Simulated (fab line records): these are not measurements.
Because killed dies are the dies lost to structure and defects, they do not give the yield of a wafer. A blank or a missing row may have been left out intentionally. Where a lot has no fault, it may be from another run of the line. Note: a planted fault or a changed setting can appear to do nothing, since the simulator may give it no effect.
fab line records    flow n5_finfet
[record] lots = 9  wafers = 26  last_day = 17
route steps=1938 shown BEOL_M1@776 BEOL_M4@1111 PASSIVATION@1936
lots that met no fault: from a run of the same line without faults
start_h: hours from the record's opening day to when the first of the lot's shown wafers began    wait_h: time in hours since the lot's previous step    " the same as in the row above    L1.1+2: a row that stands for several wafers    - value missing, or start not given    * or withheld: withheld    < > ~ a bound
route shown NAME@n: NAME is a module with steps in the file, n the number in the route of the first one    usual: mean/standard deviation taken from wafers without a fault    same: alike in all rows    chamber/n: place in a boat    sites: per-site readings    _std_site: their standard deviation    _edge_site: mean of outer sites minus mean of inner sites    radius_mm: how far each site lies from the wafer's centre    mask NAME#n: copy n    behind: the last tool/chamber to shape the wafer    hold: why the lot was held/for how many hours/how that ended    device: names the non-switching transistor (n, p or np)    end of line: tests of these same wafers at the route's end    a step given without rows: its recipe and nothing more    killed: dies lost to structure and defects at the first sort, not the wafer's yield    map: a wafer's dies, x killed, . not, _ none there
set.NAME: the setting the step ran with; set.NAME@STEP: the setting that earlier step ran with    model.NAME: the simulator's own value behind a step, which no gauge read
a sample of lots followed through the steps of the route, with each step as a table and each wafer as a row
services: a tool's chamber out of use, with start hour (start_h, from the record's first day; less than 0 if before it), hours out, and reason
[[steps]]
[step N5_BEOL_M1_CD_MEAS_18]
[recipe] pitch_nm = 36  target_cd_nm = 18
[usual] cd_nm = 17.8/0.33
lot.wafer  tool       chamber  start_h  wait_h  cd_nm
L589.2     cd_sem-01  -        132.82   0.1     18.2
L589.4     "          -        "        "       18.0
L589.6     "          -        "        "       17.9
L594.4     cd_sem-02  -        158.64   0.1     17.7
L594.5     "          -        "        "       17.7
L594.6     "          -        "        "       17.2
L595.2     cd_sem-01  -        166.69   0.1     18.0
L595.3     "          -        "        "       17.6
L595.4     "          -        "        "       17.4
L597.1     cd_sem-01  -        176.41   0.0     17.6
L597.4     "          -        "        "       17.7
L597.5     "          -        "        "       17.3
L599.3     cd_sem-02  -        194.37   0.1     17.4
L599.6     "          -        "        "       17.7
L601.1     cd_sem-01  -        204.97   0.0     17.3
L601.2     "          -        "        "       18.0
L601.5     "          -        "        "       18.2
L600.2     cd_sem-03  -        205.01   0.1     18.0
L600.3     "          -        "        "       17.9
L600.6     "          -        "        "       17.6
L604.1     cd_sem-03  -        217.56   0.0     17.7
L604.4     "          -        "        "       18.4
L604.5     "          -        "        "       18.0
L611.2     cd_sem-02  -        268.65   0.1     17.8
L611.4     "          -        "        "       17.6
L611.5     "          -        "        "       18.4
[step N5_BEOL_M1_DESCUM_33]
[recipe] chemistry = O2  time_s = 7  source_power_w = 50  bias_power_w = 20  pressure_mtorr = 20  rf_frequency_hz = 2.712e+07  temp_c = 40  resist = CAR-EUV  o2_flow_sccm = 225
[usual] drypump_motor_current_A = 5.6/0.41  o2_flow_sccm = 225.0/0.74  oes_product_au = 0.80/0.087  rf_vpp_V = 243.0/1.4  showerhead_plenum_p_Torr = 2.09/0.079  throttle_valve_pct = 20.41/0.3
lot.wafer  tool         chamber  start_h  wait_h  drypump_motor_current_A  o2_flow_sccm  oes_product_au  rf_hours_counter_h  rf_vpp_V  showerhead_plenum_p_Torr  throttle_valve_pct
L589.2     rie_diel-03  3        133.38   0.0     5.9                      226.2         0.96            4                   243.0     2.14                      20.25
L589.4     "            0        "        "       5.8                      224.1         0.72            156                 244.0     2.21                      21.02
L589.6     "            0        "        "       5.7                      223.4         0.72            -                   244.6     2.21                      21.01
L594.4     rie_diel-03  3        159.09   0.0     5.9                      224.6         0.93            -                   243.2     2.13                      20.26
L594.5     "            2        "        "       6.0                      225.5         0.72            -                   242.3     1.99                      20.40
L594.6     "            0        "        "       5.8                      224.4         0.72            -                   244.9     2.20                      21.03
L595.2     rie_diel-04  2        167.28   0.0     5.0                      225.6         0.74            171                 242.2     1.99                      20.34
L595.3     "            3        "        "       5.4                      225.0         0.87            31                  247.1     2.24                      19.94
L595.4     "            0        "        "       6.3                      225.0         0.87            43                  242.6     2.03                      20.47
L597.1     rie_diel-05  0        177.05   0.2     6.1                      226.7         0.92            26                  242.8     2.05                      20.02
L597.4     "            1        "        "       5.5                      225.8         0.75            166                 241.5     2.01                      20.28
L597.5     "            3        "        "       5.4                      225.4         0.82            -                   242.9     2.13                      20.63
L599.3     rie_diel-05  0        195.01   0.1     6.1                      223.1         0.92            31                  242.3     2.05                      20.03
L599.6     "            0        "        "       6.1                      224.6         0.93            -                   243.6     2.05                      20.03
L601.1     rie_diel-05  1        205.41   0.0     5.5                      224.4         0.75            174                 241.8     2.01                      20.28
L601.2     "            2        "        "       5.8                      225.0         0.73            147                 242.0     2.12                      20.74
L601.5     "            3        "        "       5.4                      223.4         0.82            -                   243.7     2.13                      20.66
L600.2     rie_diel-03  2        205.59   0.0     6.0                      224.1         0.71            225                 241.3     1.99                      20.44
L600.3     "            0        "        "       5.8                      226.2         0.71            182                 242.6     2.20                      21.04
L600.6     "            1        "        "       4.9                      225.7         0.94            -                   243.7     2.14                      20.35
L604.1     rie_diel-05  1        218.13   0.0     5.5                      224.6         0.74            177                 242.4     2.01                      20.28
L604.4     "            0        "        "       6.1                      225.4         0.91            38                  242.3     2.05                      20.02
L604.5     "            3        "        "       5.4                      224.8         0.81            -                   244.2     2.13                      20.65
L611.2     rie_diel-03  2        269.09   0.0     5.9                      225.6         0.69            245                 241.2     1.98                      20.45
L611.4     "            0        "        "       5.8                      224.1         0.70            202                 243.4     2.19                      21.06
L611.5     "            1        "        "       4.9                      225.1         0.89            -                   245.3     2.14                      20.37
[step N5_BEOL_M1_ALD_98]
[recipe] material = SiO2  target_thk_a = 25  temp_c = 100  ald_precursor_family = BDEAS  ald_co_reactant = O2-plasma  pulse_time_s = 1  co_reactant_pulse_time_s = 1  purge_time_s = 2  co_reactant_purge_time_s = 2  ald_cycles = 17  pressure_torr = 2
[usual] heater_power_w = 80/7.8  precursor_pulse_height_rel = 1.001/0.02
lot.wafer  tool        chamber  start_h  wait_h  heater_power_w  precursor_pulse_height_rel
L589.2     ald_sin-01  0        133.52   0.1     71              0.992
L589.4     "           1        "        "       64              0.979
L589.6     "           2        "        "       90              0.999
L594.4     ald_sin-02  3        159.37   0.2     73              1.015
L594.5     "           0        "        "       82              1.001
L594.6     "           3        "        "       71              0.993
L595.2     ald_sin-01  2        167.65   0.3     90              0.953
L595.3     "           0        "        "       72              1.008
L595.4     "           1        "        "       65              1.063
L597.1     ald_sin-04  2        177.19   0.1     78              1.037
L597.4     "           3        "        "       76              1.016
L597.5     "           2        "        "       80              1.003
L599.3     ald_sin-02  3        195.15   0.1     73              1.009
L599.6     "           1        "        "       89              0.964
L601.1     ald_sin-01  3        205.54   0.1     84              1.019
L601.2     "           0        "        "       71              1.034
L601.5     "           3        "        "       86              0.994
L600.2     ald_sin-01  0        205.72   0.1     72              0.962
L600.3     "           3        "        "       88              1.009
L600.6     "           3        "        "       85              1.043
L604.1     ald_sin-04  0        218.44   0.2     86              0.963
L604.4     "           1        "        "       75              1.008
L604.5     "           1        "        "       77              1.028
L611.2     ald_sin-01  1        269.46   0.3     65              1.013
L611.4     "           3        "        "       86              1.010
L611.5     "           2        "        "       92              0.976
[step N5_BEOL_M1_TRENCH_ETCH_37]
[recipe] chemistry = C4F6/O2  target_depth_a = 552.07  target = SiOC  time_s = 29  ion_energy_ev = 250  pressure_mtorr = 30  source_w = 355  bias_w = 185  Ar_flow_sccm = 300  C4F6_flow_sccm = 10  O2_flow_sccm = 10
[usual] drypump_motor_current_A = 5.6/0.45  oes_product_au = 0.79/0.085  rf_vpp_V = 666/14  run_length_s = 52.2/0.47  showerhead_plenum_p_Torr = 2.82/0.099  throttle_valve_pct = 20.82/0.23
lot.wafer  tool         chamber  start_h  wait_h  drypump_motor_current_A  oes_product_au  rf_hours_counter_h  rf_vpp_V  run_length_s  showerhead_plenum_p_Torr  throttle_valve_pct
L589.2     rie_diel-04  2        138.08   -       5.0                      0.75            163                 656       53.3          2.73                      20.82
L589.4     "            1        "        "       5.0                      0.68            222                 682       52.4          2.81                      20.95
L589.6     "            1        "        "       5.0                      0.68            -                   682       52.4          2.81                      20.92
L594.4     rie_diel-04  0        165.38   -       6.3                      0.87            42                  651       52.8          2.77                      20.94
L594.5     "            1        "        "       5.0                      0.68            -                   682       52.0          2.80                      20.94
L594.6     "            0        "        "       6.3                      0.87            -                   649       51.9          2.77                      20.96
L595.2     rie_diel-05  0        172.00   -       6.1                      0.93            25                  665       52.7          2.80                      20.45
L595.3     "            1        "        "       5.5                      0.74            165                 682       52.4          2.70                      20.45
L595.4     "            2        "        "       5.8                      0.75            138                 669       52.4          2.85                      21.02
L597.1     rie_diel-05  1        181.70   -       5.5                      0.74            167                 683       52.8          2.70                      20.45
L597.4     "            3        "        "       5.4                      0.83            79                  642       51.7          2.87                      20.96
L597.5     "            1        "        "       5.5                      0.75            -                   684       52.5          2.70                      20.45
L599.3     rie_diel-04  3        204.37   -       5.4                      0.84            42                  674       51.7          3.04                      20.44
L599.6     "            3        "        "       5.4                      0.84            -                   674       52.0          3.04                      20.44
L601.1     rie_diel-05  1        213.05   -       5.5                      0.74            176                 682       52.6          2.69                      20.47
L601.2     "            2        "        "       5.8                      0.73            149                 669       51.6          2.85                      21.03
L601.5     "            1        "        "       5.5                      0.74            -                   683       52.6          2.69                      20.45
L600.2     rie_diel-03  1        216.22   -       4.9                      0.93            15                  661       52.6          2.91                      20.76
L600.3     "            0        "        "       5.8                      0.70            185                 655       51.6          2.94                      21.24
L600.6     "            2        "        "       5.9                      0.70            -                   680       52.5          2.71                      20.90
L604.1     rie_diel-04  0        220.21   -       6.3                      0.84            58                  651       50.7          2.76                      20.97
L604.4     "            3        "        "       5.4                      0.84            46                  673       50.0          3.03                      20.45
L604.5     "            3        "        "       5.4                      0.84            -                   674       51.5          3.03                      20.44
L611.2     rie_diel-05  1        277.89   -       5.5                      0.73            190                 682       52.4          2.69                      20.47
L611.4     "            2        "        "       5.8                      0.73            167                 669       51.5          2.84                      21.05
L611.5     "            3        "        "       5.4                      0.80            -                   643       51.6          2.86                      20.98
[step N5_BEOL_M1_OCD_MEAS_38]
[usual] trench_depth_nm = 55.4/0.87
lot.wafer  tool    chamber  start_h  wait_h  trench_depth_nm
L589.2     ocd-01  -        138.24   -       54.6
L589.4     "       -        "        "       55.4
L589.6     "       -        "        "       55.0
L594.4     ocd-01  -        165.54   -       56.2
L594.5     "       -        "        "       54.6
L594.6     "       -        "        "       55.9
L595.2     ocd-01  -        172.16   -       55.1
L595.3     "       -        "        "       54.8
L595.4     "       -        "        "       54.2
L597.1     ocd-02  -        181.85   -       56.3
L597.4     "       -        "        "       56.9
L597.5     "       -        "        "       56.9
L599.3     ocd-02  -        204.53   -       54.2
L599.6     "       -        "        "       54.6
L601.1     ocd-02  -        213.20   -       56.2
L601.2     "       -        "        "       54.7
L601.5     "       -        "        "       54.8
L600.2     ocd-02  -        216.38   -       56.9
L600.3     "       -        "        "       53.1
L600.6     "       -        "        "       54.6
L604.1     ocd-02  -        220.36   -       53.0
L604.4     "       -        "        "       52.5
L604.5     "       -        "        "       54.9
L611.2     ocd-01  -        278.04   -       55.8
L611.4     "       -        "        "       54.9
L611.5     "       -        "        "       55.8
[step N5_BEOL_M4_RC_MEAS_101]
[usual] DIBL_N = 36.9/1.7  DIBL_P = 37.3/2.3  IOFF_N = 0.16/0.033  IOFF_P = 0.22/0.04  ION_N = 673/12  ION_P = 463/8  SS_N = 71.6/0.58  SS_P = 73.4/0.74  VT_N = 250/3.2  VT_P = -250/3.4
lot.wafer  tool       chamber  start_h  wait_h  DIBL_N[mV/V]  DIBL_P[mV/V]  IOFF_N[nA/um]  IOFF_P[nA/um]  ION_N[uA/um]  ION_P[uA/um]  SS_N[mV/dec]  SS_P[mV/dec]  VT_N[mV]  VT_P[mV]
L589.2     prober-02  0        181.31   0.2     35.8          38.3          0.15           0.19           669           455           71.9          74.0          251       -256
L589.4     "          0        "        "       36.7          38.5          0.16           0.20           675           463           71.5          73.6          249       -255
L589.6     "          0        "        "       36.7          39.2          0.16           0.21           667           458           71.4          74.5          250       -254
L594.4     prober-02  0        205.12   0.5     36.4          38.5          0.17           0.25           664           460           72.0          73.9          248       -251
L594.5     "          0        "        "       37.5          39.4          0.19           0.26           675           465           71.8          73.2          248       -251
L594.6     "          0        "        "       35.8          37.3          0.16           0.23           666           461           71.3          73.3          248       -249
L595.2     prober-01  0        218.35   0.2     40.5          41.6          0.24           0.30           687           473           72.5          74.3          245       -245
L595.3     "          0        "        "       37.7          37.0          0.17           0.21           668           462           71.4          73.4          249       -250
L595.4     "          0        "        "       36.3          35.5          0.14           0.19           661           454           71.3          72.9          251       -251
L597.1     prober-01  0        222.10   0.0     38.8          40.5          0.21           0.24           681           464           71.4          74.4          245       -252
L597.4     "          0        "        "       40.4          43.5          0.25           0.30           695           458           72.5          75.2          245       -245
L597.5     "          0        "        "       39.5          43.2          0.25           0.30           703           476           71.6          75.5          241       -247
L599.3     prober-01  0        242.60   0.3     38.1          37.6          0.16           0.21           661           458           71.7          73.0          249       -251
L599.6     "          0        "        "       36.4          37.6          0.15           0.22           681           473           71.1          73.7          250       -247
L601.1     prober-01  0        254.55   0.0     38.1          38.6          0.20           0.26           680           467           71.4          74.6          246       -248
L601.2     "          0        "        "       38.3          38.1          0.19           0.25           689           469           71.6          73.7          245       -248
L601.5     "          0        "        "       38.3          37.8          0.18           0.24           686           465           72.5          73.2          245       -248
L600.2     prober-01  0        256.41   0.2     36.9          36.1          0.15           0.25           664           464           70.8          72.6          251       -243
L600.3     "          0        "        "       37.1          36.9          0.15           0.26           666           464           71.7          73.8          252       -248
L600.6     "          0        "        "       37.4          37.8          0.17           0.28           686           474           71.7          72.7          249       -243
L604.1     prober-02  0        267.15   0.0     36.6          36.8          0.16           0.22           674           465           72.5          73.8          251       -250
L604.4     "          0        "        "       34.0          33.8          0.12           0.17           660           457           71.4          72.9          254       -254
L604.5     "          0        "        "       36.0          36.7          0.16           0.21           693           469           71.6          73.8          249       -249
L611.2     prober-02  0        311.07   0.2     36.1          35.9          0.13           0.19           649           447           71.3          72.5          254       -250
L611.4     "          0        "        "       38.0          37.9          0.15           0.22           676           464           71.4          73.6          252       -249
L611.5     "          0        "        "       37.1          36.7          0.14           0.20           662           456           70.7          73.4          252       -253
[step N5_PASSIVATION_PROBE_49]
[usual] defect_limited_yield = 91.2/1.3  killed_at_M0_to_M3 = 34/10  killed_at_M4_up = 13/4.6  killed_at_contacts = 13/5.5  killed_at_front_end = 41/12  killed_at_other = 2.8/2.4  killed_dies = 104/16  killed_open = 67/12  killed_short = 33/7.2  sort_bin_4_leakage = 0.00/0.012  sort_bin_5_function = 5.1/0.86  sort_bin_6_memory = 3.3/0.62  sort_bin_8_speed = 0.00/0.014  sort_n_pass = 1076/16
[same] gross_dies = 1180  killed_at_back_side = 0
lot.wafer  tool       chamber  start_h  wait_h  defect_limited_yield[%]  killed_at_M0_to_M3  killed_at_M4_up  killed_at_contacts  killed_at_front_end  killed_at_other  killed_dies  killed_open  killed_short  sort_bin_4_leakage[%]  sort_bin_5_function[%]  sort_bin_6_memory[%]  sort_bin_8_speed[%]  sort_n_pass
L589.2     prober-02  -        293.97   0.1     91.6                     30                  19               12                  31                   7                99           62           34            0                      5.0                     2.6                   0                    1081
L589.4     prober-02  -        294.07   0.2     91.9                     27                  10               11                  46                   1                95           57           33            0                      4.7                     3.2                   0                    1085
L589.6     prober-02  -        294.17   0.3     90.1                     32                  14               22                  49                   0                117          67           44            0                      5.1                     4.1                   0                    1063
L595.2     prober-01  -        322.53   0.1     92.5                     16                  20               12                  38                   2                88           59           23            0                      3.7                     3.2                   0                    1092
L595.3     prober-01  -        322.58   0.1     90.0                     45                  12               30                  28                   3                118          74           36            0                      6.1                     3.1                   0                    1062
L595.4     prober-01  -        322.63   0.2     93.5                     19                  11               5                   39                   3                77           51           25            0                      4.3                     1.9                   0                    1103
L599.3     prober-01  -        360.57   1.0     91.9                     42                  9                20                  24                   0                95           66           28            0                      4.8                     3.1                   0                    1085
L599.6     prober-01  -        360.72   1.2     93.7                     31                  8                13                  21                   1                74           52           21            0                      4.0                     2.0                   0                    1106
L600.2     prober-02  -        364.58   0.1     90.5                     38                  10               6                   56                   2                112          69           41            0                      5.6                     3.4                   0                    1068
L600.3     prober-02  -        364.63   0.1     89.2                     68                  5                14                  36                   4                127          76           47            0                      6.2                     3.9                   0                    1053
L600.6     prober-02  -        364.78   0.3     90.4                     36                  10               20                  45                   2                113          73           36            0                      6.2                     3.0                   0                    1067
L604.1     prober-02  -        376.28   0.0     91.1                     27                  21               18                  39                   0                105          67           26            0                      4.4                     3.6                   0                    1075
L604.4     prober-02  -        376.43   0.2     88.8                     71                  14               10                  37                   0                132          84           43            0                      6.8                     4.0                   0                    1048
L604.5     prober-02  -        376.48   0.2     91.2                     35                  21               12                  33                   3                104          63           30            0                      5.3                     2.9                   0                    1076
// killed by level:class
L589.2 MOL_CONTACT_COAG:geometric_particle:open=8 BEOL_M2:geometric_particle:open=8 FIN_SAQP:geometric_particle:open=7 BEOL_M4:geometric_particle:open=7 BEOL_M1:geometric_particle:open=6 STI_FIN_REVEAL:geometric_particle:open=5 BEOL_M0_SAQP:geometric_particle:short=5 MOL_CONTACT_COAG:geometric_particle:short=4
L589.4 FIN_SAQP:geometric_particle:open=17 FIN_SAQP:geometric_particle:short=12 MOL_CONTACT_COAG:geometric_particle:open=10 BEOL_M0_SAQP:geometric_particle:open=7 BEOL_M0_SAQP:geometric_particle:short=6 BEOL_M1:geometric_particle:open=5 BEOL_M2:geometric_particle:open=5 DUMMY_GATE:geometric_particle:open=4
L589.6 MOL_CONTACT_COAG:geometric_particle:open=19 FIN_SAQP:geometric_particle:short=8 BEOL_M3:geometric_particle:open=8 GATE_CUT:geometric_particle:short=7 BEOL_M0_SAQP:geometric_particle:open=7 FIN_SAQP:geometric_particle:open=6 BEOL_M0_SAQP:geometric_particle:short=6 BEOL_M4:geometric_particle:open=6
L595.2 FIN_SAQP:geometric_particle:open=14 MOL_CONTACT_COAG:geometric_particle:open=11 BEOL_M4:geometric_particle:open=9 BEOL_M3:geometric_particle:open=7 FIN_SAQP:geometric_particle:short=6 STI_FIN_REVEAL:geometric_particle:open=4 DUMMY_GATE:geometric_particle:open=4 BEOL_M1:geometric_particle:short=4
L595.3 MOL_CONTACT_COAG:geometric_particle:open=22 BEOL_M3:geometric_particle:open=15 BEOL_M0_SAQP:geometric_particle:short=10 MOL_CONTACT_COAG:geometric_particle:short=7 BEOL_M2:geometric_particle:open=6 BEOL_M0_SAQP:geometric_particle:open=5 FIN_SAQP:geometric_particle:open=4 BEOL_M1:geometric_particle:open=4
L595.4 FIN_SAQP:geometric_particle:open=11 STI_FIN_REVEAL:geometric_particle:open=6 BEOL_M1:geometric_particle:open=6 BEOL_M4:geometric_particle:open=6 DUMMY_GATE:geometric_particle:open=5 MOL_CONTACT_COAG:geometric_particle:open=5 BEOL_M0_SAQP:geometric_particle:open=4 FIN_SAQP:geometric_particle:short=3
L599.3 MOL_CONTACT_COAG:geometric_particle:open=16 FIN_SAQP:geometric_particle:open=8 BEOL_M0_SAQP:geometric_particle:open=8 BEOL_M1:geometric_particle:open=8 BEOL_M0_SAQP:geometric_particle:short=7 STARTING-WAFER:geometric_particle:open=5 MOL_CONTACT_COAG:geometric_particle:short=4 BEOL_M1:geometric_particle:short=4
L599.6 MOL_CONTACT_COAG:geometric_particle:open=12 BEOL_M2:geometric_particle:open=10 STI_FIN_REVEAL:geometric_particle:open=7 BEOL_M3:geometric_particle:open=5 BEOL_M0_SAQP:geometric_particle:short=4 BEOL_M0_SAQP:geometric_particle:open=3 BEOL_M3:geometric_particle:short=3 BEOL_M4:geometric_particle:open=3
L600.2 STI_FIN_REVEAL:geometric_particle:open=13 GATE_CUT:geometric_particle:short=10 BEOL_M2:geometric_particle:open=9 FIN_SAQP:geometric_particle:short=8 BEOL_M3:geometric_particle:open=8 BEOL_M0_SAQP:geometric_particle:open=7 GATE_CUT:geometric_particle:open=6 BEOL_M1:geometric_particle:open=5
L600.3 BEOL_M0_SAQP:geometric_particle:short=16 BEOL_M3:geometric_particle:open=15 MOL_CONTACT_COAG:geometric_particle:open=14 BEOL_M1:geometric_particle:open=13 BEOL_M0_SAQP:geometric_particle:open=12 GATE_CUT:geometric_particle:short=10 BEOL_M1:geometric_particle:short=6 FIN_SAQP:geometric_particle:open=4
L600.6 MOL_CONTACT_COAG:geometric_particle:open=19 BEOL_M3:geometric_particle:open=12 BEOL_M0_SAQP:geometric_particle:short=9 STI_FIN_REVEAL:geometric_particle:open=7 GATE_CUT:geometric_particle:open=7 GATE_CUT:geometric_particle:short=7 BEOL_M0_SAQP:geometric_particle:open=6 FIN_SAQP:geometric_particle:short=5
L604.1 MOL_CONTACT_COAG:geometric_particle:open=16 BEOL_M0_SAQP:geometric_particle:open=8 HKMG_FIN:area_etch=8 FIN_SAQP:geometric_particle:open=7 BEOL_M0_SAQP:geometric_particle:short=7 BEOL_M5:geometric_particle:open=6 BEOL_M0:geometric_particle:open=6 STI_FIN_REVEAL:geometric_particle:open=5
L604.4 BEOL_M0_SAQP:geometric_particle:open=26 BEOL_M0_SAQP:geometric_particle:short=22 STI_FIN_REVEAL:geometric_particle:open=14 FIN_SAQP:geometric_particle:open=9 MOL_CONTACT_COAG:geometric_particle:open=9 BEOL_M2:geometric_particle:open=9 FIN_SAQP:geometric_particle:short=5 GATE_CUT:geometric_particle:short=3
L604.5 MOL_CONTACT_COAG:geometric_particle:open=10 BEOL_M0_SAQP:geometric_particle:short=10 BEOL_M0_SAQP:geometric_particle:open=10 STI_FIN_REVEAL:geometric_particle:open=8 HKMG_FIN:area_etch=7 FIN_SAQP:geometric_particle:open=6 BEOL_M1:geometric_particle:open=5 BEOL_M5:geometric_particle:open=5
[[services]]
tool         chamber  start_h  hours  kind
ald_sin-02   2        118.66   2.2    repair
rie_diel-03  1        142.65   -      clean
rie_diel-03  1        142.65   -      consumable_replace:focus_ring
rie_diel-03  1        142.65   26.3   scheduled_down
rie_diel-03  1        142.65   26.3   vent_cycle
ald_sin-01   -        144.75   4.3    pm
rie_diel-03  2        161.67   4.7    repair
ald_sin-01   1        171.53   61.6   repair
ald_sin-02   -        177.93   14.0   pm
ald_sin-02   0        177.93   14.0   vent_cycle
ald_sin-02   1        177.93   14.0   vent_cycle
ald_sin-02   2        177.93   14.0   vent_cycle
ald_sin-02   3        177.93   14.5   vent_cycle
ald_sin-01   0        180.13   1.6    repair
rie_diel-04  -        199.56   1.0    repair
rie_diel-04  1        231.91   -      clean
rie_diel-04  1        231.91   -      consumable_replace:focus_ring
rie_diel-04  1        231.91   14.9   scheduled_down
rie_diel-04  1        231.91   14.9   vent_cycle
rie_diel-05  -        243.98   0.4    repair
rie_diel-05  1        248.26   8.4    repair
ald_sin-01   1        257.96   4.8    repair
ald_sin-01   3        262.54   3.1    repair
rie_diel-05  -        265.91   4.3    pm
[[key]]
[first_sign] step = N5_BEOL_M1_TRENCH_ETCH_37  reading = run_length_s  direction = down  sigmas = 3.9  usual = *  struck = *
[effect] step = N5_BEOL_M1_OCD_MEAS_38  reading = trench_depth_nm  direction = down  sigmas = 3  usual = 55.4  struck = 52.8
met_at N5_BEOL_M1_TRENCH_ETCH_37
struck_lots L604
struck_wafers L604.1,L604.4
not_acting_at N5_BEOL_M1_CD_MEAS_18,N5_BEOL_M1_DESCUM_33,N5_BEOL_M1_ALD_98
onset_between 204.37 220.21
[fault] kind = process_parameter_drift  tool = rie_diel-04  chamber = -  onset_h = 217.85  steps = N5_BEOL_M1_TRENCH_ETCH_37  channel = time_s  offset = *  shape = step  end_h = 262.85  scope = struck_wafers_only  acts_in = *  stated = *
